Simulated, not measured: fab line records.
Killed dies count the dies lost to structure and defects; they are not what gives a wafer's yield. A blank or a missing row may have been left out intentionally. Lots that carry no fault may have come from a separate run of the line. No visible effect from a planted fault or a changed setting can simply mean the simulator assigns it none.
One fault through the eyes of 2 desks    flow n5Finfet    each desk has only its own numbers; what lay behind them comes last

== METROLOGY DESK ==
What the gauges read, lot by lot, whatever tool the lot ran on: means of the sampled wafers that have a number. A lot is out of limits, marked OUT, if its mean lies more than 4 standard deviations from the usual mean; the brackets give that distance.
Columns: A = cdNm at N5_MIM_BOT_LITHO_CD_MEAS_08, usual 3000.3 nm
lot   first seen here  A
L423  day 12 18:41     3000.3
L422  day 13 10:56     3001.2
L424  day 13 13:38     2999.2
L430  day 14 07:04     2997.5
L426  day 14 20:22     2998.7
L428  day 15 00:56     3002.4
L431  day 15 09:37     2999.4
L429  day 15 10:51     2997.2
L432  day 15 21:32     2998.2
L435  day 16 05:49     3000.6
L443  day 17 13:13     2999.8
L441  day 17 17:50     3001.2
This desk's finding: nothing out of limits on any of the 12 lots.

== TOOL OWNER'S DESK, rieDiel-01 ==
The tool's own readings at N5_BEOL_M0_STRIP_142 (strips in N2/H2, time 10 s): means of the sampled wafers that have a number, for each lot that ran on this tool. A lot is out of limits, marked OUT, if its mean lies more than 4 standard deviations from the usual mean; the brackets give that distance.
Columns: A = drypumpMotorCurrentA at N5_BEOL_M0_STRIP_142, usual 5.8 A; B = oesProductAu at N5_BEOL_M0_STRIP_142, usual 0.80 a.u.; C = rfVppV at N5_BEOL_M0_STRIP_142, usual 59.3 V; D = showerheadPlenumPTorr at N5_BEOL_M0_STRIP_142, usual 2.55 Torr; E = throttleValvePct at N5_BEOL_M0_STRIP_142, usual 23.7 %
lot   first seen here  A    B     C     D     E
L423  day 6 10:37      5.8  0.81  59.9  2.60  24.1
L428  day 7 17:13      5.8  0.87  59.5  2.54  23.8
L430  day 8 02:27      5.7  0.86  59.1  2.54  23.2
L431  day 8 12:06      5.6  0.81  58.8  2.56  23.9
L432  day 8 18:56      5.7  0.90  58.9  2.49  23.9
L441  day 11 03:56     5.5  0.83  59.6  2.50  23.9
L443  day 11 10:33     5.5  0.81  59.7  2.53  23.6
This desk's finding: nothing out of limits on any of the 7 lots.

== TAKEN TOGETHER ==
Nothing out of limits was seen by the metrology desk.
Nothing out of limits was seen by the tool owner's desk.

== WHAT THE SIMULATOR HAD PUT IN ==
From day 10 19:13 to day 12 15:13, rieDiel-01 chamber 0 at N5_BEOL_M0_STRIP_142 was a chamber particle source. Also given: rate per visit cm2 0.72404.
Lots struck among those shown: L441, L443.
